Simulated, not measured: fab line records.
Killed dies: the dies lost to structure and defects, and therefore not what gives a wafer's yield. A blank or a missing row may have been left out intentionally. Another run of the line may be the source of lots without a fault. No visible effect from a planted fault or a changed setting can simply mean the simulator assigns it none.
fab line records	flow nandHarc
record lots=24	wafers=72	lastDay=34
route steps=1302 shown A_STAIRCASE@772
lots that met no fault: from a run of the same line without faults
startH: the number of hours between the record's first day and the start of the first shown wafer of the lot	waitH: how many hours have passed since the lot's step before this one	" unchanged from the row above	L1.1+2: several wafers, shown together as one row	- no value present, or no start provided	* or withheld: withheld	< > ~ a bound
route shown NAME@n: NAME is a module with steps in the file, n the number in the route of the first one	usual: the fault-free wafers' mean and standard deviation	same: alike in all rows	chamber/n: place in a boat	sites: each site's reading	_std_site: the standard deviation of these	_edge_site: mean of outer sites minus mean of inner sites	radiusMm: for every site, how far away it sits from the centre of the wafer	mask NAME#n: copy n	behind: tool/chamber where the wafer was last shaped	hold: cause of the lot's hold/its duration in hours/its outcome	device: the transistor (n, p or np) that didn't switch	end of line: the same wafers' tests at the end of the route	a step with no rows: only its recipe	killed: dies lost to structure and defects at the first sort, not the wafer's yield	map: shows each die of a wafer: x if killed, . if not, _ if none is there
set.NAME: the setting the step ran with; set.NAME@STEP: the setting that earlier step ran with	model.NAME: the simulator's own value behind a step, which no gauge read
route steps across a sampled set of lots; one table per step, one row per wafer
services: when a tool's chamber went out of use (startH, in hours from the record's first day, below 0 if earlier), for how many hours, and the reason
## steps
# step NHARC_A_STAIRCASE_HM_DEP_456
# recipe targetThkA=31000	tempC=400	material=aC
# usual throttleValvePct=35.000/0.0086
lot.wafer	tool	chamber	startH	waitH	throttleValvePct
L075.2	aclDep-02	0	369.79	-	34.998
L075.3	"	0	"	"	34.993
L075.5	"	0	"	"	35.015
L076.1	aclDep-03	0	380.58	-	34.985
L076.2	"	0	"	"	35.004
L076.5	"	0	"	"	35.016
L074.3	aclDep-03	0	384.61	-	35.006
L074.4	"	0	"	"	34.992
L074.5	"	0	"	"	35.005
L077.2	aclDep-02	0	397.86	-	35.001
L077.4	"	0	"	"	35.007
L077.6	"	0	"	"	34.997
L078.1	aclDep-02	0	399.41	-	34.991
L078.2	"	0	"	"	35.010
L078.4	"	0	"	"	35.003
L080.1	aclDep-03	0	413.91	-	35.007
L080.2	"	0	"	"	35.001
L080.4	"	0	"	"	35.001
L079.2	aclDep-02	0	418.85	-	35.004
L079.5	"	0	"	"	34.994
L079.6	"	0	"	"	35.012
L084.1	aclDep-02	0	456.49	-	35.002
L084.3	"	0	"	"	34.994
L084.5	"	0	"	"	35.004
L082.1	aclDep-03	0	458.22	-	35.002
L082.5	"	0	459.45	-	34.993
L082.6	"	0	"	"	34.987
L081.1	aclDep-03	0	460.07	-	35.014
L081.2	"	0	"	"	35.023
L081.4	"	0	"	"	34.982
L083.1	aclDep-02	0	471.64	-	34.992
L083.3	"	0	"	"	35.006
L083.4	"	0	"	"	35.000
L085.3	aclDep-02	0	478.19	-	34.991
L085.4	"	0	"	"	34.994
L085.5	"	0	"	"	35.012
L086.1	aclDep-02	0	479.39	-	35.012
L086.5	"	0	480.61	-	35.007
L086.6	"	0	"	"	35.004
L088.1	aclDep-02	0	502.47	-	35.010
L088.4	"	0	"	"	35.015
L088.6	"	0	"	"	34.977
L087.1	aclDep-03	0	503.87	-	35.001
L087.4	"	0	"	"	34.985
L087.6	"	0	"	"	34.988
L089.2	aclDep-02	0	506.21	-	34.998
L089.3	"	0	"	"	35.002
L089.6	"	0	"	"	34.990
L090.1	aclDep-02	0	527.85	-	34.982
L090.3	"	0	"	"	35.000
L090.6	"	0	"	"	35.014
L091.1	aclDep-01	0	528.90	-	34.995
L091.2	"	0	"	"	34.998
L091.3	"	0	"	"	34.993
L092.3	aclDep-02	0	538.14	-	35.005
L092.4	"	0	"	"	35.000
L092.6	"	0	"	"	34.998
L093.2	aclDep-02	0	558.02	-	34.998
L093.4	"	0	"	"	34.999
L093.5	"	0	"	"	34.996
L094.1	aclDep-03	0	558.97	-	35.002
L094.3	"	0	"	"	34.989
L094.4	"	0	"	"	35.007
L097.1	aclDep-03	0	587.75	-	35.014
L097.2	"	0	"	"	34.992
L097.5	"	0	"	"	34.999
L096.1	aclDep-01	0	588.16	-	34.989
L096.3	"	0	"	"	34.994
L096.6	"	0	"	"	35.007
L095.3	aclDep-01	0	599.71	-	34.984
L095.4	"	0	"	"	34.982
L095.6	"	0	"	"	35.006
# step NHARC_A_STAIRCASE_DESCUM_291
# recipe timeS=3	o2FlowSccm=200	arFlowSccm=0	biasPowerW=0	chemistry=O2
# usual drypumpMotorCurrentA=5.7/0.49	o2FlowSccm=199.9/0.55	oesProductAu=1.005/0.0099	rfVppV=57.8/0.91	showerheadPlenumPTorr=1.93/0.076	throttleValvePct=11.310/0.0088
# same biasPowerW=0
lot.wafer	tool	chamber	startH	waitH	drypumpMotorCurrentA	o2FlowSccm	oesProductAu	rfHoursCounterH	rfVppV	showerheadPlenumPTorr	throttleValvePct
L075.2	rieDiel-11	0	383.93	-	6.7	199.5	0.993	36	56.9	1.93	11.314
L075.3	"	2	"	"	5.4	198.9	1.012	41	57.1	1.97	11.309
L075.5	"	3	"	"	5.3	199.5	1.018	-	57.6	2.02	11.313
L076.1	rieDiel-01	3	395.02	-	5.7	199.9	1.004	1	58.6	1.85	11.302
L076.2	"	1	"	"	5.9	199.5	1.024	1	59.4	1.94	11.312
L076.5	"	0	"	"	5.4	199.9	0.994	-	56.8	2.08	11.322
L074.4	rieDiel-11	1	396.71	-	5.1	199.5	1.015	39	57.1	1.90	11.314
L074.3	"	2	"	"	5.4	200.6	1.018	46	57.6	1.97	11.311
L074.5	"	1	"	"	5.1	200.4	1.014	-	58.8	1.90	11.306
L077.4	rieDiel-11	0	407.30	-	6.6	201.1	1.003	45	57.9	1.93	11.312
L077.2	"	1	"	"	5.1	200.1	1.001	42	58.6	1.89	11.328
L077.6	"	1	"	"	5.1	200.8	0.997	-	56.9	1.90	11.312
L078.4	rieDiel-11	3	409.05	-	5.2	200.5	1.014	50	59.6	2.02	11.310
L078.1	"	0	"	"	6.6	200.3	1.014	45	58.2	1.93	11.312
L078.2	"	2	"	"	5.4	200.4	1.009	50	58.1	1.97	11.303
L080.4	rieDiel-08	3	422.73	-	5.8	200.2	1.006	12	58.4	1.89	11.294
L080.2	"	0	"	"	5.4	200.1	1.000	7	57.6	1.94	11.307
L080.1	"	1	"	"	5.6	199.6	0.997	12	58.1	1.98	11.300
L079.2	rieDiel-11	3	427.26	-	5.2	200.3	1.002	55	57.1	2.02	11.309
L079.6	"	3	"	"	5.2	199.5	1.001	-	58.1	2.02	11.304
L079.5	"	0	"	"	6.6	200.0	0.998	-	57.3	1.93	11.315
L084.1	rieDiel-11	0	465.07	-	6.7	199.4	1.004	9	58.4	1.93	11.314
L084.3	"	2	"	"	5.4	199.8	1.005	9	58.0	1.96	11.308
L084.5	"	0	"	"	6.7	199.7	1.007	-	58.7	1.93	11.299
L082.1	rieDiel-11	2	467.08	-	5.4	199.4	1.005	10	57.2	1.96	11.315
L082.5	"	2	"	"	5.4	199.5	1.012	-	57.7	1.96	11.314
L082.6	"	3	"	"	5.2	200.3	0.999	-	57.9	2.02	11.301
L081.1	rieDiel-11	3	472.51	-	5.2	199.4	1.007	13	59.3	2.01	11.307
L081.4	"	0	"	"	6.6	199.5	1.005	11	58.3	1.93	11.310
L081.2	"	1	"	"	5.1	199.9	1.001	9	57.1	1.89	11.301
L083.4	rieDiel-08	3	480.72	-	5.8	199.9	1.001	35	57.1	1.88	11.306
L083.1	"	1	"	"	5.6	199.2	0.997	34	57.9	1.98	11.315
L083.3	"	2	"	"	5.6	199.9	0.980	35	58.1	1.87	11.297
L085.3	rieDiel-11	0	487.78	-	6.6	199.5	1.013	14	57.3	1.93	11.322
L085.4	"	2	"	"	5.4	199.7	0.998	-	57.6	1.96	11.295
L085.5	"	1	"	"	5.1	200.0	1.000	-	56.9	1.89	11.317
L086.1	rieDiel-01	1	489.75	-	5.9	199.8	1.013	37	58.6	1.93	11.305
L086.6	"	1	"	"	5.9	200.1	1.008	-	57.4	1.93	11.311
L086.5	"	2	"	"	6.2	199.7	1.010	-	58.0	1.78	11.309
L088.1	rieDiel-01	2	511.19	-	6.2	199.3	1.025	36	58.0	1.78	11.323
L088.4	"	3	"	"	5.7	199.9	0.993	36	57.3	1.84	11.329
L088.6	"	2	"	"	6.2	199.9	1.013	-	56.8	1.78	11.310
L087.4	rieDiel-08	2	516.11	-	5.6	200.5	0.998	46	57.0	1.86	11.320
L087.1	"	3	"	"	5.9	199.9	1.012	44	57.4	1.88	11.313
L087.6	"	3	"	"	5.8	200.1	1.001	-	58.4	1.88	11.317
L089.2	rieDiel-01	1	518.14	-	5.9	200.1	1.000	45	60.1	1.93	11.302
L089.3	"	2	"	"	6.2	199.5	1.008	38	57.1	1.77	11.315
L089.6	"	1	"	"	5.9	200.1	1.001	-	57.7	1.93	11.302
L090.3	rieDiel-01	0	538.83	-	5.4	199.9	1.008	51	58.6	2.06	11.331
L090.1	"	1	"	"	5.9	199.6	1.007	53	56.5	1.92	11.307
L090.6	"	0	"	"	5.4	198.3	1.018	-	60.8	2.06	11.305
L091.2	rieDiel-01	3	539.79	-	5.7	200.0	0.984	46	56.7	1.84	11.299
L091.1	"	0	"	"	5.4	199.8	0.999	51	59.3	2.06	11.300
L091.3	"	1	"	"	5.9	200.5	1.004	54	57.2	1.92	11.308
L092.3	rieDiel-08	2	546.37	-	5.6	199.8	0.995	60	57.8	1.86	11.311
L092.4	"	1	"	"	5.6	199.1	1.002	57	57.9	1.97	11.307
L092.6	"	3	"	"	5.8	200.3	1.011	-	56.9	1.87	11.325
L093.4	rieDiel-11	3	566.29	-	5.2	200.5	1.018	39	60.1	2.01	11.313
L093.2	"	0	"	"	6.7	200.1	1.018	40	57.7	1.92	11.301
L093.5	"	2	"	"	5.4	200.6	1.022	-	57.9	1.96	11.319
L094.1	rieDiel-11	3	568.55	-	5.2	199.1	1.024	40	57.8	2.01	11.313
L094.3	"	1	"	"	5.1	200.6	1.000	37	58.2	1.88	11.300
L094.4	"	2	"	"	5.4	200.1	1.007	36	57.5	1.96	11.320
L097.2	rieDiel-11	2	598.24	-	5.4	200.1	1.012	47	57.8	1.95	11.297
L097.1	"	3	"	"	5.2	201.1	1.013	51	57.2	2.00	11.307
L097.5	"	2	"	"	5.4	199.7	1.011	-	58.6	1.95	11.315
L096.3	rieDiel-01	2	598.43	-	6.2	199.5	1.004	10	58.2	2.07	11.301
L096.1	"	1	"	"	5.9	199.6	0.996	11	57.1	1.92	11.317
L096.6	"	3	"	"	5.7	199.5	0.992	-	58.4	1.83	11.313
L095.4	rieDiel-01	0	613.00	-	5.4	199.9	0.972	16	57.9	2.05	11.310
L095.3	"	2	"	"	6.2	200.0	1.007	13	57.4	2.07	11.302
L095.6	"	3	"	"	5.6	199.7	0.991	-	56.8	1.83	11.300
# step NHARC_A_STAIRCASE_ETCH_453
# recipe targetDepthA=300	overetchA=30	timeS=16.5	ionEnergyEv=100	cf4FlowSccm=80	o2FlowSccm=20	arFlowSccm=0	rfW=300	biasW=100	chemistry=CF4/O2
# usual drypumpMotorCurrentA=5.7/0.36	o2FlowSccm=20.00/0.061	oes_o_777_au=0.999/0.0042	oesProductAu=1.004/0.01	rfVppV=197.9/1.3	showerheadPlenumPTorr=1.34/0.051	throttleValvePct=13.398/0.0084
lot.wafer	tool	chamber	startH	waitH	drypumpMotorCurrentA	o2FlowSccm	oes_o_777_au	oesProductAu	rfHoursCounterH	rfVppV	showerheadPlenumPTorr	throttleValvePct
L075.2	rieDiel-08	0	-	-	5.3	19.86	0.997	1.011	4	198.8	1.36	13.395
L075.3	"	2	"	"	5.6	19.96	0.998	0.986	4	196.6	1.31	13.405
L075.5	"	3	"	"	5.9	20.10	1.002	1.005	-	198.5	1.32	13.417
L076.1	rieDiel-11	3	-	-	5.2	19.96	0.993	1.022	47	198.9	1.41	13.386
L076.2	"	2	"	"	5.4	20.02	1.004	1.019	48	199.0	1.37	13.391
L076.5	"	3	"	"	5.2	19.94	1.004	1.023	-	198.8	1.41	13.401
L074.3	rieDiel-01	3	-	-	5.7	19.97	0.998	0.977	7	198.3	1.29	13.412
L074.5	"	3	"	"	5.7	20.03	0.996	0.992	-	198.6	1.29	13.413
L074.4	"	0	"	"	5.4	20.05	0.997	0.988	-	199.0	1.44	13.407
L077.2	rieDiel-01	3	-	-	5.7	20.05	0.999	0.988	9	195.6	1.29	13.402
L077.6	"	0	"	"	5.5	19.98	1.004	0.999	-	200.9	1.44	13.395
L077.4	"	3	"	"	5.7	19.99	0.996	0.989	-	197.3	1.29	13.398
L078.1	rieDiel-08	3	-	-	5.8	20.12	1.009	1.003	10	196.6	1.32	13.408
L078.2	"	1	"	"	5.6	20.12	1.005	1.002	9	198.4	1.38	13.387
L078.4	"	3	"	"	5.8	20.06	1.000	1.006	-	197.0	1.32	13.397
L080.1	rieDiel-08	0	-	-	5.4	19.87	0.994	1.004	8	200.3	1.35	13.391
L080.2	"	2	"	"	5.6	20.03	0.998	1.006	12	197.7	1.31	13.400
L080.4	"	3	"	"	5.8	19.97	1.003	0.995	14	198.0	1.32	13.398
L079.2	rieDiel-01	0	-	-	5.4	19.98	1.006	1.005	15	200.6	1.44	13.402
L079.6	"	2	"	"	6.2	20.07	1.004	1.001	-	197.3	1.25	13.397
L079.5	"	3	"	"	5.7	19.95	0.997	0.992	-	197.1	1.29	13.399
L084.3	rieDiel-08	0	-	-	5.3	20.01	1.002	1.007	25	197.5	1.35	13.383
L084.1	"	3	"	"	5.9	19.99	0.994	1.004	30	197.6	1.31	13.395
L084.5	"	0	"	"	5.3	19.96	1.002	1.012	-	197.7	1.35	13.398
L082.1	rieDiel-11	0	-	-	6.6	20.03	0.994	1.018	12	196.7	1.34	13.395
L082.5	"	0	"	"	6.6	19.94	0.998	1.010	-	197.8	1.34	13.400
L082.6	"	1	"	"	5.1	20.15	0.995	1.005	-	197.0	1.32	13.403
L081.1	rieDiel-01	1	-	-	5.9	20.08	0.996	1.019	35	196.1	1.35	13.394
L081.2	"	2	"	"	6.2	20.06	0.999	1.026	27	195.4	1.24	13.413
L081.4	"	2	"	"	6.2	19.99	1.005	1.027	-	197.3	1.24	13.402
L083.3	rieDiel-01	3	-	-	5.7	20.05	1.004	0.989	29	197.5	1.29	13.400
L083.4	"	0	"	"	5.5	20.06	0.995	1.004	34	201.9	1.44	13.389
L083.1	"	1	"	"	5.9	20.00	0.998	1.017	36	197.6	1.35	13.406
L085.3	rieDiel-01	2	-	-	6.2	20.01	1.005	1.012	29	196.3	1.24	13.402
L085.4	"	3	"	"	5.7	20.01	1.003	0.995	-	196.2	1.29	13.401
L085.5	"	0	"	"	5.4	19.99	1.004	0.992	-	198.7	1.44	13.397
L086.1	rieDiel-08	1	-	-	5.6	19.94	0.997	1.001	36	198.9	1.38	13.396
L086.5	"	3	"	"	5.8	20.05	1.000	1.004	-	198.3	1.31	13.401
L086.6	"	0	"	"	5.4	19.95	1.008	1.007	-	197.9	1.35	13.406
L088.4	rieDiel-08	0	-	-	5.3	20.05	1.010	1.001	42	198.1	1.35	13.398
L088.1	"	1	"	"	5.6	19.97	0.999	1.012	45	199.3	1.37	13.401
L088.6	"	0	"	"	5.4	20.04	0.999	1.001	-	198.7	1.35	13.411
L089.3	rieDiel-01	2	-	-	6.2	19.96	0.997	1.013	42	196.7	1.24	13.403
L089.2	"	0	"	"	5.5	19.97	0.998	0.993	47	200.6	1.44	13.395
L089.6	"	2	"	"	6.2	20.04	0.993	1.015	-	196.3	1.24	13.400
L087.1	rieDiel-11	2	-	-	5.4	20.03	0.998	1.008	25	198.4	1.37	13.401
L087.4	"	0	"	"	6.6	20.03	0.996	0.999	28	197.7	1.34	13.383
L087.6	"	2	"	"	5.4	20.05	0.995	1.002	-	198.3	1.37	13.400
L090.1	rieDiel-08	0	-	-	5.3	20.02	0.995	0.993	54	198.4	1.34	13.396
L090.3	"	1	"	"	5.6	19.97	1.000	1.003	56	198.8	1.37	13.402
L090.6	"	3	"	"	5.8	19.99	0.998	1.008	-	197.2	1.31	13.392
L091.2	rieDiel-08	3	-	-	5.8	20.06	0.995	0.990	59	197.7	1.31	13.395
L091.3	"	1	"	"	5.6	20.07	1.002	0.991	57	198.2	1.37	13.395
L091.1	"	2	"	"	5.6	19.90	1.004	0.999	60	196.4	1.30	13.386
L092.4	rieDiel-01	1	-	-	5.9	20.02	1.003	1.002	58	197.7	1.34	13.398
L092.3	"	3	"	"	5.7	19.99	0.997	0.978	49	197.6	1.28	13.409
L092.6	"	1	"	"	5.9	20.00	0.997	1.004	-	196.8	1.34	13.383
L093.4	rieDiel-08	0	-	-	5.4	20.04	0.995	1.021	6	198.4	1.34	13.397
L093.2	"	1	"	"	5.5	20.07	0.996	0.999	7	198.8	1.37	13.403
L093.5	"	2	"	"	5.6	19.91	0.993	1.011	-	196.0	1.30	13.382
L094.4	rieDiel-11	1	-	-	5.1	19.97	1.004	0.995	38	197.7	1.31	13.386
L094.3	"	2	"	"	5.4	20.04	0.997	1.010	37	198.3	1.36	13.401
L094.1	"	0	"	"	6.6	20.02	1.000	1.013	41	199.1	1.34	13.401
L096.1	rieDiel-08	1	-	-	5.6	20.11	1.000	0.995	19	199.1	1.37	13.405
L096.3	"	2	"	"	5.6	19.98	0.995	1.016	17	197.7	1.29	13.400
L096.6	"	1	"	"	5.6	20.05	1.000	1.001	-	198.8	1.37	13.398
L097.1	rieDiel-11	3	-	-	5.2	19.90	1.005	1.013	53	198.4	1.39	13.398
L097.2	"	2	"	"	5.4	20.02	0.999	1.005	49	198.1	1.36	13.392
L097.5	"	3	"	"	5.2	19.96	0.999	1.004	-	198.2	1.40	13.413
L095.3	rieDiel-08	0	-	-	5.3	20.04	0.999	1.012	27	197.3	1.34	13.407
L095.4	"	2	"	"	5.6	19.89	0.999	1.010	25	196.3	1.29	13.400
L095.6	"	3	"	"	5.8	20.01	1.000	1.001	-	197.3	1.30	13.385
# step NHARC_A_STAIRCASE_ALD_415
# recipe targetThkA=300	pulseTimeS=6	aldCycles=300	tempC=300	material=SiO2
# usual heaterPowerW=453/50	precursorPulseHeightRel=1.000/0.019
lot.wafer	tool	chamber	startH	waitH	heaterPowerW	precursorPulseHeightRel
L075.3	aldHk-01	0	397.00	0.3	430	1.014
L075.2	"	1	"	"	426	1.003
L075.5	"	0	"	"	437	0.998
L076.1	aldHk-04	1	405.81	0.5	420	0.971
L076.2	"	2	"	"	495	0.991
L076.5	"	3	"	"	557	0.992
L074.4	aldHk-03	3	410.44	0.3	496	1.014
L074.3	"	1	"	"	459	1.019
L074.5	"	2	"	"	505	0.999
L077.2	aldHk-03	1	414.40	0.1	463	1.012
L077.4	"	2	"	"	498	0.992
L077.6	"	1	"	"	458	0.994
L078.1	aldHk-03	3	416.55	0.3	502	0.994
L078.2	"	0	"	"	388	1.015
L078.4	"	1	"	"	457	0.994
L080.4	aldHk-01	1	430.12	0.1	434	1.030
L080.2	"	3	"	"	413	1.007
L080.1	"	0	"	"	430	0.994
L079.2	aldHk-01	0	439.91	0.3	438	0.992
L079.5	"	3	"	"	407	0.969
L079.6	"	0	"	"	439	1.014
L084.3	aldHk-01	3	475.01	0.5	410	0.969
L084.1	"	0	"	"	448	0.963
L084.5	"	1	"	"	437	0.974
L082.1	aldHk-04	0	476.97	0.8	405	0.990
L082.6	"	1	"	"	410	1.018
L082.5	"	2	"	"	495	0.972
L081.1	aldHk-03	1	480.49	0.8	470	1.001
L081.2	"	2	"	"	508	1.017
L081.4	"	0	"	"	391	0.975
L083.1	aldHk-03	3	488.56	0.7	501	0.986
L083.4	"	0	"	"	389	1.012
L083.3	"	1	"	"	466	0.984
L085.4	aldHk-03	2	495.44	0.1	511	1.014
L085.3	"	1	"	"	463	1.060
L085.5	"	3	"	"	489	1.003
L086.1	aldHk-04	2	497.01	0.1	516	1.007
L086.5	"	2	"	"	518	1.001
L086.6	"	3	"	"	550	1.007
L088.4	aldHk-01	0	521.97	0.1	454	0.962
L088.1	"	3	"	"	419	1.024
L088.6	"	1	"	"	432	1.035
L089.3	aldHk-04	1	528.26	0.1	416	0.986
L089.2	"	2	"	"	509	0.969
L089.6	"	1	"	"	410	1.028
L087.1	aldHk-01	0	528.71	0.2	453	0.985
L087.4	"	3	530.08	1.5	408	1.014
L087.6	"	0	"	"	443	0.973
L090.3	aldHk-03	0	546.51	0.1	376	0.980
L090.1	"	3	549.25	2.8	484	0.978
L090.6	"	1	551.08	4.6	465	1.010
L091.3	aldHk-04	3	547.84	0.1	557	1.013
L091.2	"	0	"	"	398	1.017
L091.1	"	1	"	"	401	1.004
L092.3	aldHk-04	3	554.23	0.7	555	1.009
L092.4	"	0	"	"	389	0.999
L092.6	"	1	"	"	407	0.999
L093.4	aldHk-01	1	573.30	0.1	437	0.997
L093.2	"	0	"	"	449	1.011
L093.5	"	1	"	"	433	1.017
L094.3	aldHk-01	3	575.79	0.3	417	1.005
L094.1	"	0	"	"	451	1.014
L094.4	"	1	"	"	429	0.972
L097.1	aldHk-04	0	605.88	0.3	396	1.002
L097.2	"	2	"	"	514	1.028
L097.5	"	0	"	"	400	0.998
L096.3	aldHk-03	1	606.02	0.5	481	0.985
L096.1	"	2	"	"	481	0.962
L096.6	"	0	"	"	379	0.999
L095.4	aldHk-04	1	624.79	0.3	405	0.992
L095.3	"	2	"	"	483	1.001
L095.6	"	0	"	"	393	0.985
# step NHARC_A_STAIRCASE_DEP_322
# recipe targetThkA=72000	tempC=400	targetThkNm=7200	teosFlowSccm=200	rfW=500	material=SiO2
# usual heaterPowerW=638/120
lot.wafer	tool	chamber	startH	waitH	heaterPowerW
L075.3	pecvd-04	1	418.63	0.2	770
L075.2	"	2	"	"	553
L075.5	"	1	"	"	682
L076.2	pecvd-01	2	428.51	0.1	519
L076.1	"	0	"	"	815
L076.5	"	0	"	"	637
L077.2	pecvd-02	0	435.87	0.1	568
L077.4	"	1	"	"	598
L077.6	"	2	"	"	529
L078.2	pecvd-04	0	435.87	0.1	875
L078.1	"	1	"	"	801
L078.4	"	2	"	"	457
L074.3	pecvd-01	2	436.29	0.5	591
L074.5	"	0	"	"	633
L074.4	"	1	"	"	695
L080.1	pecvd-02	1	450.70	0.1	641
L080.2	"	0	"	"	580
L080.4	"	1	"	"	596
L079.2	pecvd-02	2	461.14	0.3	656
L079.6	"	0	"	"	483
L079.5	"	1	"	"	608
L082.1	pecvd-04	0	495.95	0.2	850
L082.5	"	2	"	"	468
L082.6	"	1	"	"	704
L084.1	pecvd-02	1	495.96	0.2	709
L084.3	"	2	"	"	561
L084.5	"	0	"	"	480
L081.1	pecvd-04	1	504.97	0.1	814
L081.2	"	2	"	"	546
L081.4	"	2	"	"	463
L083.3	pecvd-01	0	508.75	0.1	672
L083.1	"	1	"	"	699
L083.4	"	2	"	"	525
L085.3	pecvd-02	1	517.35	0.1	735
L085.4	"	2	"	"	526
L085.5	"	0	"	"	467
L086.1	pecvd-04	0	517.35	0.1	824
L086.5	"	1	"	"	712
L086.6	"	2	"	"	467
L088.1	pecvd-02	1	543.59	0.2	747
L088.6	"	0	"	"	476
L088.4	"	1	"	"	604
L087.1	pecvd-02	0	549.05	0.2	514
L087.4	"	2	"	"	521
L087.6	"	1	"	"	623
L089.2	pecvd-04	2	549.08	0.2	503
L089.3	"	0	"	"	816
L089.6	"	2	"	"	457
L091.1	pecvd-02	2	569.29	0.1	541
L091.3	"	0	"	"	523
L091.2	"	1	"	"	726
L090.1	pecvd-04	0	569.29	0.1	797
L090.3	"	2	"	"	558
L090.6	"	1	"	"	711
L092.3	pecvd-01	1	569.40	0.2	847
L092.4	"	0	"	"	599
L092.6	"	1	"	"	679
L093.2	pecvd-01	0	593.72	0.1	636
L093.4	"	0	"	"	625
L093.5	"	2	"	"	520
L094.1	pecvd-04	1	593.88	0.2	789
L094.3	"	2	"	"	522
L094.4	"	1	"	"	679
L097.2	pecvd-04	0	628.34	0.1	820
L097.1	"	2	"	"	515
L097.5	"	0	"	"	733
L096.1	pecvd-01	1	628.34	0.1	760
L096.3	"	2	"	"	602
L096.6	"	0	"	"	623
L095.3	pecvd-01	0	647.08	0.2	732
L095.4	"	0	"	"	628
L095.6	"	1	"	"	675
# step NHARC_A_STAIRCASE_ETCH_444
# recipe targetDepthA=2.04e+05	timeS=6800	c4f8FlowSccm=20	o2FlowSccm=10	arFlowSccm=withheld	rfW=600	biasW=1000	chemistry=C4F8/O2
# usual oesProductAu=0.937/0.019	rfVppV=808/4.1
lot.wafer	tool	chamber	startH	waitH	oesProductAu	rfHoursCounterH	rfVppV
L075.2	rieDiel-01	1	441.17	0.2	0.930	17	808
L075.3	"	2	"	"	0.929	10	800
L075.5	"	1	443.10	2.1	0.929	-	809
L076.2	rieDiel-01	1	449.09	0.1	0.936	22	807
L076.1	"	3	"	"	0.909	20	802
L076.5	"	1	"	"	0.925	-	809
L074.3	rieDiel-11	3	449.62	0.6	0.933	2	813
L074.4	"	0	"	"	0.950	2	809
L074.5	"	3	451.50	2.4	0.947	-	813
L077.4	rieDiel-01	0	451.90	2.8	0.916	22	815
L077.2	"	1	"	"	0.929	26	807
L077.6	"	0	453.77	4.7	0.920	-	816
L078.1	rieDiel-11	3	451.97	2.9	0.956	6	812
L078.4	"	0	"	"	0.949	4	808
L078.2	"	2	"	"	0.949	6	809
L080.4	rieDiel-08	2	466.64	0.5	0.921	27	806
L080.1	"	3	"	"	0.936	28	804
L080.2	"	0	"	"	0.945	23	810
L079.2	rieDiel-08	1	478.76	1.5	0.940	33	809
L079.5	"	2	"	"	0.924	-	805
L079.6	"	3	"	"	0.941	-	805
L084.3	rieDiel-11	0	516.23	0.1	0.942	20	807
L084.1	"	1	"	"	0.927	18	804
L084.5	"	0	518.11	1.9	0.932	-	807
L082.1	rieDiel-08	1	516.99	0.7	0.939	41	811
L082.6	"	0	518.39	2.0	0.927	-	809
L082.5	"	1	"	"	0.929	-	810
L083.3	rieDiel-11	3	521.81	0.1	0.919	23	812
L083.4	"	0	"	"	0.925	24	808
L083.1	"	1	"	"	0.918	22	806
L081.1	rieDiel-08	3	522.51	0.6	0.929	49	807
L081.4	"	0	"	"	0.933	43	808
L081.2	"	1	"	"	0.916	46	810
L085.3	rieDiel-11	2	537.58	0.1	0.928	28	810
L085.4	"	0	"	"	0.930	31	808
L085.5	"	3	539.96	2.4	0.931	-	813
L086.1	rieDiel-08	2	538.38	1.0	0.931	57	804
L086.6	"	0	"	"	0.925	-	808
L086.5	"	1	"	"	0.914	-	810
L088.1	rieDiel-11	1	561.00	1.3	0.913	34	805
L088.6	"	0	562.26	2.6	0.927	-	807
L088.4	"	1	"	"	0.925	-	805
L087.4	rieDiel-01	3	567.79	0.1	0.949	1	803
L087.1	"	0	"	"	0.963	1	816
L087.6	"	3	569.70	1.9	0.955	-	802
L089.3	rieDiel-08	2	568.57	1.0	0.999	4	803
L089.2	"	3	"	"	0.987	3	805
L089.6	"	1	"	"	0.973	-	811
L091.3	rieDiel-11	2	587.93	0.1	0.932	41	810
L091.2	"	3	"	"	0.931	46	812
L091.1	"	0	"	"	0.929	45	808
L090.1	rieDiel-08	3	587.97	0.1	0.967	10	805
L090.3	"	1	"	"	0.979	12	811
L090.6	"	0	590.36	2.4	0.972	-	808
L092.4	rieDiel-01	1	588.61	0.5	0.984	6	808
L092.3	"	3	"	"	0.963	9	803
L092.6	"	1	"	"	0.976	-	807
L094.1	rieDiel-08	2	610.33	0.1	0.936	19	803
L094.4	"	3	"	"	0.936	20	803
L094.3	"	0	"	"	0.950	22	807
L093.4	rieDiel-11	3	610.77	0.6	0.937	54	811
L093.2	"	0	"	"	0.930	53	806
L093.5	"	2	"	"	0.934	-	810
L096.1	rieDiel-08	1	645.26	0.5	0.928	30	809
L096.3	"	3	"	"	0.936	31	803
L096.6	"	1	"	"	0.930	-	808
L097.1	rieDiel-01	3	645.42	0.5	0.912	25	802
L097.2	"	1	"	"	0.929	23	807
L097.5	"	2	"	"	0.938	-	816
L095.4	rieDiel-01	1	666.21	0.5	0.923	28	807
L095.3	"	2	"	"	0.949	31	816
L095.6	"	0	"	"	0.911	-	814
## services
tool	chamber	startH	hours	kind
rieDiel-08	-	371.91	9.0	pm
rieDiel-11	2	374.60	5.1	repair
rieDiel-11	0	376.23	4.5	repair
rieDiel-11	1	382.95	10.2	repair
pecvd-04	0	396.76	18.1	repair
rieDiel-08	0	405.01	15.9	repair
rieDiel-01	2	406.95	6.4	repair
rieDiel-01	2	418.99	8.1	repair
aclDep-02	-	425.62	13.0	pm
rieDiel-08	0	432.64	2.7	repair
rieDiel-11	-	435.98	9.0	pm
aclDep-02	-	450.83	4.4	repair
rieDiel-01	3	461.79	1.3	repair
rieDiel-01	3	474.99	5.7	repair
rieDiel-08	1	481.25	4.0	repair
rieDiel-11	3	486.50	8.3	repair
rieDiel-08	-	498.61	5.7	repair
rieDiel-08	-	548.91	9.0	pm
rieDiel-01	-	557.90	9.0	pm
rieDiel-11	2	559.48	3.5	repair
rieDiel-01	-	591.56	0.6	repair
aclDep-02	-	608.31	13.0	pm
rieDiel-11	-	613.16	9.0	pm
rieDiel-11	2	635.67	3.2	repair
## key
fault none
